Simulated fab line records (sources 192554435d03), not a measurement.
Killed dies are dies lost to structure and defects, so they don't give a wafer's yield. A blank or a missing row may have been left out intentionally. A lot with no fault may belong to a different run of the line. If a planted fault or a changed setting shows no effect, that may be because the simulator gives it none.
A single fault, viewed from 2 desks | flow n5-finfet | every desk sees just its own numbers, and what lay behind them comes last

AT THE TOOL OWNER'S DESK: vapor-etch-01
The tool's own readings at N5_STI_FIN_REVEAL_RECESS_09 (chemistry HF/NH3, target SiO2, afs cycles 11, target depth 42.5 nm, sublimation time 60 s): means of the sampled wafers that have a number, for each lot that ran on this tool. Marked OUT: a lot whose mean sits more than 4 standard deviations from the usual mean, which makes it out of limits; the brackets give that distance.
Columns: A = drypump-motor-current-A at N5_STI_FIN_REVEAL_RECESS_09, usual 5.42 A
lot  | first seen here | A
L974 | day 2 10:37     | 5.35
L978 | day 3 10:01     | 5.35
L986 | day 5 12:58     | 5.34
L988 | day 5 21:41     | 5.52
L989 | day 6 05:25     | 5.52
L990 | day 6 11:14     | 5.51
L994 | day 7 09:10     | 5.18
L995 | day 7 15:26     | 5.53
Finding of this desk: none of the 8 lots has anything out of limits.

FROM THE METROLOGY DESK
What the gauges read, lot by lot, whatever tool the lot ran on: means of the sampled wafers that have a number. Marked OUT: a lot whose mean sits more than 4 standard deviations from the usual mean, which makes it out of limits; the brackets give that distance.
Columns: A = trench-depth-nm at N5_STI_FIN_REVEAL_FIN_H_MEAS_10, usual 52.0 nm
lot  | first seen here | A
L974 | day 2 13:19     | 51.8
L977 | day 3 06:39     | 52.0
L978 | day 3 12:43     | 51.5
L983 | day 4 18:28     | 51.9
L984 | day 5 02:14     | 51.7
L986 | day 5 15:08     | 51.6
L987 | day 5 23:47     | 51.5
L988 | day 6 00:25     | 52.1
L989 | day 6 08:07     | 52.0
L990 | day 6 13:24     | 50.6
L994 | day 7 11:52     | 46.6 (-9.3) OUT
L995 | day 7 18:11     | 50.5
This desk's finding: out of limits on L994; first on L994, day 7 11:52 (trench-depth-nm at N5_STI_FIN_REVEAL_FIN_H_MEAS_10). Within limits: L974, L977, L978, L983, L984, L986, L987, L988, L989, L990, L995.

ALL TOGETHER
At day 7 11:52 the metrology desk could have sounded an alarm, on L994.
The desk of the tool owner found nothing out of limits.
Tool owner's desk: L994 on record, inside its limits.
On vapor-etch-01, each named lot ran N5_STI_FIN_REVEAL_RECESS_09.

WHAT WAS PUT IN BY THE SIMULATOR
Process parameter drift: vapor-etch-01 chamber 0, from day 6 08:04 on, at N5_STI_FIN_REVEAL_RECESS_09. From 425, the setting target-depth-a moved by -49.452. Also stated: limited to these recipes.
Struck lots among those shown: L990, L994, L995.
Per desk, hours elapsed from the start of the fault to the first reading out of limits: for the metrology desk, 28.
